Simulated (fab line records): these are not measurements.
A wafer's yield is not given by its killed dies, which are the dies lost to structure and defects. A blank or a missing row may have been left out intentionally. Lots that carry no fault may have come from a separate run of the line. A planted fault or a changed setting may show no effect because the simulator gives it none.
fab line records	flow nand_harc
record: lots: 6	wafers: 16	last_day: 28
route steps=1159 shown P_BONDPAD@365 END@1159
lots with no fault: from the same line, run without faults
start_h: hours from the record's opening day to when the first of the lot's shown wafers began	wait_h: how many hours have passed since the lot's step before this one	" as in the row above	L1.1+2: one row covering several wafers at once	- value missing, or start not given	* or withheld: withheld	< > ~ a bound
route shown NAME@n: a module of which the file shows steps, and the number in the route of the first	usual: average and standard deviation across the fault-free wafers	same: alike in all rows	chamber/n: place in a boat	sites: the reading at each site	_std_site: the standard deviation of these	_edge_site: the outer-site mean with the inner-site mean subtracted	radius_mm: how far each site lies from the wafer's centre	mask NAME#n: copy n	behind: the tool/chamber that last shaped the wafer	hold: what put the lot on hold/how long, in hours/how the hold closed	device: transistor that didn't switch, given as n, p or np	end of line: tests run on the same wafers once the route is complete	step lacking rows: just its recipe	killed: the dies lost at the first sort to structure and to defects; this is not the yield of the wafer	map: per-die view of a wafer (x killed, . not killed, _ where there is no die)
set.NAME: the setting the step ran with; set.NAME@STEP: the setting that earlier step ran with	model.NAME: the simulator's own value behind a step, which no gauge read
a table for each step, a row for each wafer; lots at some steps of the route
services: when a tool's chamber went out of use (start_h, in hours from the record's first day, below 0 if earlier), for how many hours, and the reason
== steps ==
step: NHARC_P_BONDPAD_OVL_MEAS_38
usual: overlay_x_nm: -2/6.6	overlay_y_nm: -1/7.3
lot.wafer	tool	chamber	start_h	wait_h	overlay_x_nm	overlay_y_nm
L742.3	overlay-02	-	189.11	-	-13	10
L742.4	"	-	"	"	-13	10
L742.6	"	-	"	"	-12	10
L748.1	overlay-01	-	201.69	-	5	-10
L748.4	"	-	"	"	6	-9
L748.5	"	-	"	"	5	-9
L754.1	overlay-01	-	215.93	-	-7	-10
L756.1	overlay-01	-	227.04	-	10	6
L756.3	"	-	"	"	10	5
L756.6	"	-	"	"	11	5
L758.1	overlay-01	-	231.10	-	-11	-12
L758.2	"	-	"	"	-11	-12
L758.3	"	-	"	"	-11	-12
L764.3	overlay-01	-	260.26	-	-5	6
L764.4	"	-	"	"	-6	5
L764.5	"	-	"	"	-6	5
step: NHARC_P_BONDPAD_HARDBAKE_10
recipe: temp_c: 118	time_s: 65
step: NHARC_P_BONDPAD_DESCUM_11
recipe: time_s: 3	o2_flow_sccm: 200	ar_flow_sccm: 0	bias_power_w: 0	chemistry: O2
usual: drypump_motor_current_A: 5.9/0.32	oes_product_au: 0.996/0.011	rf_vpp_V: 57.9/0.87	showerhead_plenum_p_Torr: 1.93/0.082	throttle_valve_pct: 11.311/0.0083
lot.wafer	tool	chamber	start_h	wait_h	drypump_motor_current_A	oes_product_au	rf_hours_counter_h	rf_vpp_V	showerhead_plenum_p_Torr	throttle_valve_pct
L742.3	rie_diel-11	2	189.24	-	5.9	0.985	46	56.6	1.80	11.318
L742.6	"	0	"	"	6.1	1.008	-	57.2	1.77	11.321
L742.4	"	1	"	"	5.8	1.012	-	58.2	1.99	11.310
L748.1	rie_diel-01	1	201.81	-	6.4	0.976	6	58.3	1.84	11.298
L748.4	"	2	"	"	6.0	1.004	7	58.2	2.03	11.306
L748.5	"	1	"	"	6.4	0.970	-	57.7	1.84	11.330
L754.1	rie_diel-11	0	216.08	-	6.1	1.008	4	60.4	2.07	11.297
L756.1	rie_diel-11	1	227.16	-	5.8	0.998	0	58.6	1.99	11.311
L756.3	"	0	"	"	6.0	1.000	6	57.5	2.07	11.315
L756.6	"	2	"	"	5.9	0.971	-	56.7	1.80	11.310
L758.3	rie_diel-01	3	231.22	-	5.7	0.997	12	56.9	1.90	11.305
L758.2	"	1	"	"	6.4	0.969	10	57.5	1.84	11.312
L758.1	"	2	"	"	6.0	1.000	10	58.7	2.03	11.312
L764.4	rie_diel-11	1	260.38	-	5.8	1.003	3	56.9	1.99	11.311
L764.3	"	2	"	"	5.9	0.985	9	57.3	1.80	11.318
L764.5	"	2	"	"	5.9	0.983	-	58.2	1.80	11.329
step: NHARC_P_BONDPAD_ETCH_37
recipe: target_depth_a: 600	overetch_a: 180	time_s: 65.91	ion_energy_ev: 200	n2_flow_sccm: 150	h2_flow_sccm: 150	ar_flow_sccm: 0	rf_w: 400	bias_w: 150	chemistry: N2/H2
step: NHARC_P_BONDPAD_ETCH_12
recipe: target_depth_a: 2000	time_s: 100	chf3_flow_sccm: 50	o2_flow_sccm: 10	ar_flow_sccm: 200	rf_w: 500	bias_w: 200	chemistry: CHF3/O2
usual: chf3_flow_sccm: 49.99/0.16	drypump_motor_current_A: 5.9/0.32	oes_product_au: 0.940/0.022	rf_vpp_V: 370.9/2.2	showerhead_plenum_p_Torr: 2.42/0.097	throttle_valve_pct: 20.573/0.0096
lot.wafer	tool	chamber	start_h	wait_h	chf3_flow_sccm	drypump_motor_current_A	oes_product_au	rf_hours_counter_h	rf_vpp_V	showerhead_plenum_p_Torr	throttle_valve_pct
L742.3	rie_diel-11	0	-	-	50.07	6.1	0.976	44	366.8	2.23	20.577
L742.4	"	0	"	"	49.87	6.0	0.977	-	366.1	2.23	20.555
L742.6	"	1	"	"	50.12	5.8	0.962	-	373.4	2.49	20.579
L748.4	rie_diel-01	1	-	-	50.16	6.4	0.901	6	368.1	2.31	20.594
L748.1	"	3	"	"	49.93	5.7	0.928	8	369.9	2.39	20.568
L748.5	"	0	"	"	49.97	6.0	0.936	-	371.6	2.45	20.587
L754.1	rie_diel-11	2	-	-	50.10	5.9	0.938	4	367.6	2.26	20.578
L756.1	rie_diel-11	2	-	-	49.83	5.9	0.899	6	369.4	2.26	20.567
L756.3	"	3	"	"	50.10	5.3	0.918	6	372.9	2.46	20.556
L756.6	"	2	"	"	49.76	5.9	0.906	-	367.0	2.26	20.569
L758.2	rie_diel-01	1	-	-	49.83	6.4	0.960	10	369.0	2.31	20.581
L758.1	"	2	"	"	49.92	6.0	0.972	10	373.4	2.55	20.564
L758.3	"	3	"	"	50.06	5.6	0.956	12	370.3	2.39	20.559
L764.3	rie_diel-11	0	-	-	50.04	6.0	0.984	10	375.1	2.59	20.565
L764.4	"	1	"	"	50.18	5.8	0.920	3	372.1	2.49	20.572
L764.5	"	3	"	"	50.10	5.3	0.966	-	371.3	2.46	20.570
step: NHARC_P_BONDPAD_CD_MEAS_13
usual: cd_nm: 500.1/1.6
lot.wafer	tool	chamber	start_h	wait_h	cd_nm
L742.3	cd_sem-03	-	189.60	-	501.1
L742.4	"	-	"	"	501.3
L742.6	"	-	"	"	501.4
L748.1	cd_sem-02	-	202.13	-	498.7
L748.4	"	-	"	"	501.6
L748.5	"	-	"	"	499.5
L754.1	cd_sem-02	-	216.42	-	500.3
L756.1	cd_sem-01	-	227.48	-	501.3
L756.3	"	-	"	"	500.0
L756.6	"	-	"	"	503.0
L758.1	cd_sem-01	-	231.54	-	501.8
L758.2	"	-	"	"	500.2
L758.3	"	-	"	"	500.3
L764.3	cd_sem-01	-	260.70	-	500.5
L764.4	"	-	"	"	496.8
L764.5	"	-	"	"	500.5
step: NHARC_P_BONDPAD_STRIP_15
recipe: o2_flow_sccm: 500	ar_flow_sccm: 0	bias_w: 0	chemistry: O2
step: NHARC_P_BONDPAD_ETCH_24
recipe: target_depth_a: 300	over_etch_frac: 0.3	time_s: 72.99	ion_energy_ev: 150	cf4_flow_sccm: 50	n2_flow_sccm: 100	ar_flow_sccm: 150	rf_w: 300	bias_w: 100	chemistry: CF4/N2
step: NHARC_P_BONDPAD_STRIP_16
recipe: time_s: 600	temp_c: 30	chemistry: post_etch_residue_remover
step: NHARC_P_BONDPAD_DEGAS_25
recipe: temp_c: 300	time_s: 60
usual: heater_power_w: 468/50	susceptor_temp_C: 300.03/0.18
lot.wafer	tool	chamber	start_h	wait_h	heater_power_w	susceptor_temp_C
L742.3	pvd_sputter-02	-	190.23	-	479	299.94
L742.4	"	-	"	"	450	300.12
L742.6	"	-	"	"	464	299.73
L748.1	pvd_sputter-01	-	202.75	-	516	300.00
L748.4	"	-	"	"	573	300.04
L748.5	"	-	"	"	526	300.03
L754.1	pvd_sputter-01	-	217.05	-	440	300.19
L756.1	pvd_sputter-01	-	228.10	-	520	300.25
L756.3	"	-	"	"	457	299.68
L756.6	"	-	"	"	450	300.16
L758.2	pvd_sputter-03	-	232.16	-	438	299.90
L758.3	"	-	"	"	443	300.23
L758.1	"	-	"	"	418	300.37
L764.3	pvd_sputter-02	-	261.34	-	472	300.32
L764.4	"	-	"	"	438	300.17
L764.5	"	-	"	"	464	300.07
step: NHARC_P_BONDPAD_PRE_CLEAN_26
recipe: time_s: 30	temp_c: 280	gas: H2/He
step: NHARC_P_BONDPAD_PVD_17
recipe: target_thk_a: 50	bias_v: 168.6	power_w: 15000	chamber_pressure_pa: 0.12	time_s: 8.06	substrate_temp_c: 50	material: TaN
usual: cathode_dc_power_W: 15000/2.3	throttle_valve_pct: 29.8/1
lot.wafer	tool	chamber	start_h	wait_h	cathode_dc_power_W	throttle_valve_pct
L742.3	pvd_sputter-02	-	-	-	15002	29.4
L742.4	"	-	"	"	15002	29.5
L742.6	"	-	"	"	15000	29.5
L748.4	pvd_sputter-01	-	-	-	14999	30.4
L748.1	"	-	"	"	14999	30.8
L748.5	"	-	"	"	14998	30.4
L754.1	pvd_sputter-01	-	-	-	14999	30.6
L756.3	pvd_sputter-01	-	-	-	14999	31.2
L756.1	"	-	"	"	14996	30.4
L756.6	"	-	"	"	15003	30.7
L758.3	pvd_sputter-03	-	-	-	15000	29.4
L758.2	"	-	"	"	14999	31.1
L758.1	"	-	"	"	14998	27.6
L764.3	pvd_sputter-02	-	-	-	14998	29.1
L764.4	"	-	"	"	15002	29.4
L764.5	"	-	"	"	15002	29.3
step: NHARC_P_BONDPAD_PVD_27
recipe: target_thk_a: 300	chamber_pressure_pa: 5	power_w: 5000	substrate_temp_c: 30	time_s: 20.49	material: Cu
usual: cathode_dc_power_W: 5000.0/0.87	throttle_valve_pct: 29.9/1
lot.wafer	tool	chamber	start_h	wait_h	cathode_dc_power_W	throttle_valve_pct
L742.3	pvd_sputter-02	-	190.46	-	5001.0	29.5
L742.4	"	-	"	"	5001.2	29.5
L742.6	"	-	"	"	5000.0	29.4
L748.1	pvd_sputter-01	-	202.98	-	5000.5	30.6
L748.4	"	-	"	"	5001.0	30.5
L748.5	"	-	"	"	5001.0	30.5
L754.1	pvd_sputter-01	-	217.29	-	5000.5	30.7
L756.1	pvd_sputter-01	-	228.33	-	4999.9	30.7
L756.3	"	-	"	"	4999.4	31.0
L756.6	"	-	"	"	4998.2	30.7
L758.3	pvd_sputter-03	-	232.40	-	5001.2	27.4
L758.2	"	-	"	"	4999.0	28.9
L758.1	"	-	"	"	4999.8	29.7
L764.3	pvd_sputter-02	-	261.55	-	5000.0	29.9
L764.4	"	-	"	"	4998.9	29.3
L764.5	"	-	"	"	5000.1	29.7
step: NHARC_P_BONDPAD_ECD_18
recipe: target_thk_a: 4000	bath_temp_c: 25	material: Cu
step: NHARC_P_BONDPAD_ANNEAL_28
recipe: temp_c: 225	time_s: 90
step: NHARC_P_BONDPAD_CMP_19
recipe: t_overpolish_s: 30	cu_recess_touch_s: 16	target_thk_nm: 160.81
usual: motor_current_A: 12.1/1.5	overpolish_run_s: 29.999/0.0089	retaining_ring_pressure_frac: 1.001/0.005
same: t_overpolish_s: 30
lot.wafer	tool	chamber	start_h	wait_h	motor_current_A	overpolish_run_s	retaining_ring_pressure_frac
L742.3	cmp-01	0	191.34	-	12.8	29.988	1.003
L742.4	"	2	"	"	11.3	29.999	0.994
L742.6	"	0	"	"	11.7	29.999	1.000
L748.1	cmp-03	0	203.86	-	9.6	29.979	1.005
L748.4	"	1	"	"	10.6	29.999	0.997
L748.5	"	1	"	"	10.8	29.981	0.995
L754.1	cmp-04	3	218.13	-	12.3	30.001	1.006
L756.1	cmp-03	2	229.77	-	11.0	30.032	1.006
L756.3	"	1	"	"	10.2	30.005	1.004
L756.6	"	3	"	"	15.1	29.992	1.003
L758.1	cmp-04	3	233.28	-	11.9	30.002	1.008
L758.2	"	0	"	"	11.1	29.993	1.006
L758.3	"	1	"	"	11.8	29.993	1.009
L764.4	cmp-03	0	262.47	-	9.5	29.989	1.005
L764.3	"	1	"	"	10.5	30.018	1.002
L764.5	"	3	"	"	15.2	29.998	1.003
step: NHARC_P_BONDPAD_SRD_21
recipe: time_s: 30	temp_c: 23	dry_time_s: 20	spin_rpm: 1500
step: NHARC_END_SORT_01
recipe: temp_c: 25
usual: defect_limited_yield: 95.1/1.7	killed_at_array: 29/11	killed_at_other: 0.5/0.85	killed_at_periphery: 3.0/2.3	killed_dies: 33/12	killed_open: 3.3/1.9	killed_short: 2.0/1.5	sort_bin_2_pct: 1.5/0.66	sort_bin_3_pct: 0.25/0.21	sort_bin_4_pct: 3.1/1.2	sort_n_pass: 644/12	sort_rim_yield_pct: 96.7/2	sort_yield_pct: 95.1/1.7
same: gross_dies: 677	sort_bin_5_pct[%]: 0	sort_bin_6_pct[%]: 0	sort_bin_7_pct[%]: 0	sort_bin_8_pct[%]: 0	sort_rim_n_gross: 106.00
lot.wafer	tool	chamber	start_h	wait_h	defect_limited_yield[%]	killed_at_array	killed_at_other	killed_at_periphery	killed_dies	killed_open	killed_short	sort_bin_2_pct[%]	sort_bin_3_pct[%]	sort_bin_4_pct[%]	sort_n_pass	sort_rim_yield_pct[%]	sort_yield_pct[%]
L754.1	prober-02	0	615.30	2.5	78.6	48	0	97	145	4	3	8.1	2.81	10.5	532	95.3	78.6
L756.1	prober-01	0	631.13	2.5	82.0	30	0	92	122	2	2	8.6	3.25	6.2	555	98.1	82.0
L756.3	prober-01	0	632.75	3.1	95.6	21	0	9	30	6	1	1.5	0.15	2.8	647	99.1	95.6
L756.6	prober-01	0	635.19	4.1	94.1	34	0	6	40	4	1	1.8	0.44	3.7	637	94.3	94.1
L758.1	prober-01	0	634.40	2.5	93.1	41	0	6	47	5	3	2.4	0.59	4.0	630	97.2	93.1
killed by level:class
L754.1 P_BONDPAD:unspecified=91 A_SLIT:chamber_film_flake=20 A_CHANNEL_HOLE_D1:chamber_film_flake=16 A_CONTACT:chamber_film_flake=7 A_CHANNEL_FILL_D1:geometric_particle:short=2 P_ZERO_WELL:chamber_film_flake=2 P_GATE:geometric_particle:open=1 P_CONTACT:geometric_particle:open=1
L756.1 P_BONDPAD:unspecified=88 A_CHANNEL_HOLE_D1:chamber_film_flake=18 A_CONTACT:chamber_film_flake=6 A_STAIRCASE:chamber_film_flake=2 P_STI:geometric_particle:short=1 A_ONON_D1:geometric_particle:short=1 A_WL_FILL:geometric_particle:open=1 A_M0:geometric_particle:open=1
L756.3 A_CHANNEL_HOLE_D1:chamber_film_flake=15 P_M0:geometric_particle:open=3 A_STAIRCASE:chamber_film_flake=3 P_CONTACT:chamber_film_flake=2 A_CONTACT:chamber_film_flake=2 P_GATE:geometric_particle:open=1 P_CONTACT:geometric_particle:open=1 P_M1:geometric_particle:short=1
L758.1 A_SLIT:chamber_film_flake=16 A_CHANNEL_HOLE_D1:chamber_film_flake=8 A_STAIRCASE:chamber_film_flake=7 P_CONTACT:chamber_film_flake=4 A_M0:geometric_particle:open=2 A_M0:chamber_film_flake=2 P_STI:geometric_particle:open=1 P_M0:geometric_particle:short=1
L756.6 A_CHANNEL_HOLE_D1:chamber_film_flake=17 A_CONTACT:chamber_film_flake=7 A_STAIRCASE:chamber_film_flake=3 P_GATE:chamber_film_flake=2 P_CONTACT:chamber_film_flake=2 A_ZERO_WELL:chamber_film_flake=2 P_CONTACT:geometric_particle:open=1 A_CHANNEL_FILL_D1:geometric_particle:short=1
map L754.1 (x killed, . not)
____________.____________
_________..x...._________
_______...xxx....._______
______.....xx......______
_____....xxx..x....._____
____.....xx..........____
____.....x.xx.x......____
___x......x.x.x.......___
___x..................___
__.........x.x...x.....__
__......x..............__
_....x.....xx.......xx.._
_....x.....x.x..x....x.._
_..x...x...xxxxx........_
_....xx...xxxxxx........_
_...xx..xxxxxxx........._
....xxxxxxxxxxxxx........
...xxx.x.xxxxxxxx........
........xxxxxxxxxx.......
........xxxxxxxx.x.......
x........xxxxxxx.........
_........xxxxxxxx......._
_.......xxxxxxx.x......._
_........xxxxxx........._
_.........xxxxx........._
_.............x...x....._
__......x..x...........__
__.....................__
___...................___
___...................___
____.................____
____.................____
_____...x..........._____
______.............______
_______......x...._______
_________x......_________
____________.____________
map L756.1 (x killed, . not)
____________.____________
_________......._________
_______.....x....._______
______.............______
_____...x..........._____
____.................____
____...x.............____
___...x.x.............___
___.....x.............___
__x....................__
__..x..................__
_..........x............_
_....xx.......x........._
_...xx.x..xxxx....x....._
_...x.x.x.xxxx.........._
_...x.xxx.xxxxxxx......._
...xxxx..xxxxxxxx......x.
......x.xxxxxxxx.x.......
........xxxxxxxxx........
......x.xxxxxxxx.........
........xxxxxxxxx........
_.......xxxxxxxxx......._
_.....xx..xxxxxxx......._
_........xxxxx.........._
_.........xxxxxx....x..._
_...........x..........._
__.....................__
__.x...................__
___...................___
___...................___
____.................____
____.................____
_____........x......_____
______...........x.______
_______..........._______
_________......._________
____________.____________
== services ==
tool	chamber	start_h	hours	kind
rie_diel-01	2	166.91	5.6	repair
rie_diel-11	0	169.34	-	clean
rie_diel-11	1	169.34	-	clean
rie_diel-11	2	169.34	-	clean
rie_diel-11	3	169.34	-	clean
rie_diel-01	1	173.41	8.6	repair
rie_diel-11	0	178.67	3.2	repair
pvd_sputter-03	-	179.13	6.0	repair
cmp-01	-	179.50	4.0	pm
pvd_sputter-01	-	193.37	2.8	repair
cmp-04	-	197.70	0.6	repair
rie_diel-11	1	198.11	7.5	repair
cmp-04	-	203.14	4.0	pm
cmp-03	-	205.52	5.8	repair
rie_diel-11	1	212.34	12.9	repair
pvd_sputter-02	-	214.07	10.0	pm
rie_diel-01	2	215.67	2.9	repair
cmp-03	-	224.99	0.2	repair
rie_diel-01	1	241.90	7.6	repair
rie_diel-11	1	247.87	8.7	repair
pvd_sputter-03	-	249.65	10.3	repair
cmp-03	-	254.05	4.0	pm
rie_diel-01	3	254.73	4.3	repair
rie_diel-01	0	256.57	8.6	repair
== key ==
first_sign: step: NHARC_END_SORT_01	reading: killed_at_periphery	direction: up	sigmas: 40	usual: 3.0	struck: 94.5
effect: step: NHARC_END_SORT_01	reading: defect_limited_yield	direction: down	sigmas: 8.5	usual: 95.1	struck: 80.3
more_kills_born_at: NHARC_P_BONDPAD_PVD_27@pvd_sputter-01: 179
met_at NHARC_P_BONDPAD_PVD_27
struck_wafers L754.1,L756.1
onset_between 202.98 217.29
fault: kind: chamber_particle_source	tool: pvd_sputter-01	chamber: -	onset_h: 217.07	steps: NHARC_P_BONDPAD_PVD_27	rate_per_visit_cm2: 0.87439	end_h: 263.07	scope: struck_wafers_only
